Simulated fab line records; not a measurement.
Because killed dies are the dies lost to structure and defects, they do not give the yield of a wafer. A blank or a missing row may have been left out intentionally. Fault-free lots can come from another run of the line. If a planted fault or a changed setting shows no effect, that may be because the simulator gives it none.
Chamber matching || flow nandHarc || aldHk-04 running NHARC_A_CHANNEL_FILL_D2_ALD_14: 4 sister chambers
The step deposits SiO2, target thk 2.5 nm, pulse time 10 s, ald cycles 25. 27 wafers are shown with their chamber, then 12 later ones without.

== WAFERS, EACH WITH ITS CHAMBER ==
{"wafer": "L074.1", "chamber": 0, "heaterPowerW (W)": 389, "precursorPulseHeightRel": 1.002}
{"wafer": "L074.5", "chamber": 1, "heaterPowerW (W)": 403, "precursorPulseHeightRel": 0.997}
{"wafer": "L074.6", "chamber": 2, "heaterPowerW (W)": 468, "precursorPulseHeightRel": 0.986}
{"wafer": "L075.1", "chamber": 2, "heaterPowerW (W)": 465, "precursorPulseHeightRel": 1.018}
{"wafer": "L075.3", "chamber": 3, "heaterPowerW (W)": 420, "precursorPulseHeightRel": 0.995}
{"wafer": "L075.4", "chamber": 1, "heaterPowerW (W)": 417, "precursorPulseHeightRel": 0.986}
{"wafer": "L077.1", "chamber": 2, "heaterPowerW (W)": 463, "precursorPulseHeightRel": 1.046}
{"wafer": "L077.2", "chamber": 0, "heaterPowerW (W)": 368, "precursorPulseHeightRel": 0.971}
{"wafer": "L077.6", "chamber": 0, "heaterPowerW (W)": 379, "precursorPulseHeightRel": 0.976}
{"wafer": "L076.1", "chamber": 3, "heaterPowerW (W)": 419, "precursorPulseHeightRel": 0.962}
{"wafer": "L076.3", "chamber": 2, "heaterPowerW (W)": 474, "precursorPulseHeightRel": 1.002}
{"wafer": "L076.5", "chamber": 1, "heaterPowerW (W)": 413, "precursorPulseHeightRel": 1.009}
{"wafer": "L079.3", "chamber": 1, "heaterPowerW (W)": 412, "precursorPulseHeightRel": 1.003}
{"wafer": "L079.5", "chamber": 1, "heaterPowerW (W)": 413, "precursorPulseHeightRel": 1.005}
{"wafer": "L079.6", "chamber": 2, "heaterPowerW (W)": 465, "precursorPulseHeightRel": 0.964}
{"wafer": "L082.1", "chamber": 1, "heaterPowerW (W)": 401, "precursorPulseHeightRel": 0.990}
{"wafer": "L082.3", "chamber": 2, "heaterPowerW (W)": 479, "precursorPulseHeightRel": 1.017}
{"wafer": "L082.6", "chamber": 3, "heaterPowerW (W)": 414, "precursorPulseHeightRel": 1.011}
{"wafer": "L086.2", "chamber": 3, "heaterPowerW (W)": 419, "precursorPulseHeightRel": 1.004}
{"wafer": "L086.4", "chamber": 0, "heaterPowerW (W)": 376, "precursorPulseHeightRel": 0.980}
{"wafer": "L086.5", "chamber": 1, "heaterPowerW (W)": 428, "precursorPulseHeightRel": 0.988}
{"wafer": "L088.4", "chamber": 3, "heaterPowerW (W)": 430, "precursorPulseHeightRel": 0.972}
{"wafer": "L088.5", "chamber": 1, "heaterPowerW (W)": 456, "precursorPulseHeightRel": 0.985}
{"wafer": "L088.6", "chamber": 0, "heaterPowerW (W)": 373, "precursorPulseHeightRel": 1.003}
{"wafer": "L091.2", "chamber": 1, "heaterPowerW (W)": 440, "precursorPulseHeightRel": 1.004}
{"wafer": "L091.3", "chamber": 2, "heaterPowerW (W)": 458, "precursorPulseHeightRel": 1.002}
{"wafer": "L091.5", "chamber": 3, "heaterPowerW (W)": 435, "precursorPulseHeightRel": 1.005}

SIGNATURES (averages over the wafers above)
{"reading": "heaterPowerW", "chamber 0": 377.00, "chamber 1": 420.33, "chamber 2": 467.43, "chamber 3": 422.83, "scatter within a chamber": 12.2}
{"reading": "precursorPulseHeightRel", "chamber 0": 0.98640, "chamber 1": 0.99633, "chamber 2": 1.00500, "chamber 3": 0.99150, "scatter within a chamber": 0.0182}
Rule: a wafer lies at a distance from a chamber equal to the root of the sum of squares, over the readings, of (its reading less the chamber's mean, divided by the reading's scatter). The wafer belongs to the nearest chamber; if the next one is less than 2 further off, it can't be placed. How the scatter is found: for the shown wafers, subtract from each reading the mean of its chamber, square and add these, divide the total by (wafers less chambers), then take the root.

== WAFERS WITH NO CHAMBER GIVEN ==
{"wafer": "L092.3", "heaterPowerW (W)": 431, "precursorPulseHeightRel": 0.986}
{"wafer": "L092.5", "heaterPowerW (W)": 446, "precursorPulseHeightRel": 0.998}
{"wafer": "L092.6", "heaterPowerW (W)": 456, "precursorPulseHeightRel": 1.027}
{"wafer": "L094.2", "heaterPowerW (W)": 460, "precursorPulseHeightRel": 0.981}
{"wafer": "L094.4", "heaterPowerW (W)": 435, "precursorPulseHeightRel": 0.970}
{"wafer": "L094.6", "heaterPowerW (W)": 435, "precursorPulseHeightRel": 1.007}
{"wafer": "L095.3", "heaterPowerW (W)": 444, "precursorPulseHeightRel": 1.006}
{"wafer": "L095.5", "heaterPowerW (W)": 459, "precursorPulseHeightRel": 0.995}
{"wafer": "L095.6", "heaterPowerW (W)": 444, "precursorPulseHeightRel": 1.000}
{"wafer": "L097.2", "heaterPowerW (W)": 458, "precursorPulseHeightRel": 0.981}
{"wafer": "L097.3", "heaterPowerW (W)": 436, "precursorPulseHeightRel": 0.999}
{"wafer": "L097.5", "heaterPowerW (W)": 454, "precursorPulseHeightRel": 1.035}

== THE CHAMBER EACH PASSED THROUGH ==
{"wafer": "L092.3", "from the rows above": "can't be placed: 3 or 1", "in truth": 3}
{"wafer": "L092.5", "from the rows above": "can't be placed: 2 or 3 or 1", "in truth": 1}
{"wafer": "L092.6", "from the rows above": "can't be placed: 2 or 3 or 1", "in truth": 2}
{"wafer": "L094.2", "from the rows above": "can't be placed: 2 or 3 or 1", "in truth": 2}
{"wafer": "L094.4", "from the rows above": "can't be placed: 3 or 1 or 2", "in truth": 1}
{"wafer": "L094.6", "from the rows above": "can't be placed: 3 or 1 or 2", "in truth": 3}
{"wafer": "L095.3", "from the rows above": "can't be placed: 3 or 2 or 1", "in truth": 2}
{"wafer": "L095.5", "from the rows above": 2, "in truth": 2}
{"wafer": "L095.6", "from the rows above": "can't be placed: 3 or 2 or 1", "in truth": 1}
{"wafer": "L097.2", "from the rows above": "can't be placed: 2 or 3 or 1", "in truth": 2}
{"wafer": "L097.3", "from the rows above": "can't be placed: 3 or 1 or 2", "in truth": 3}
{"wafer": "L097.5", "from the rows above": "can't be placed: 2 or 1 or 3", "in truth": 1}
1 of 12 placed correctly. Not placeable from these rows: 11 (in 11, the candidates include the true chamber). Placed wrongly: 0.
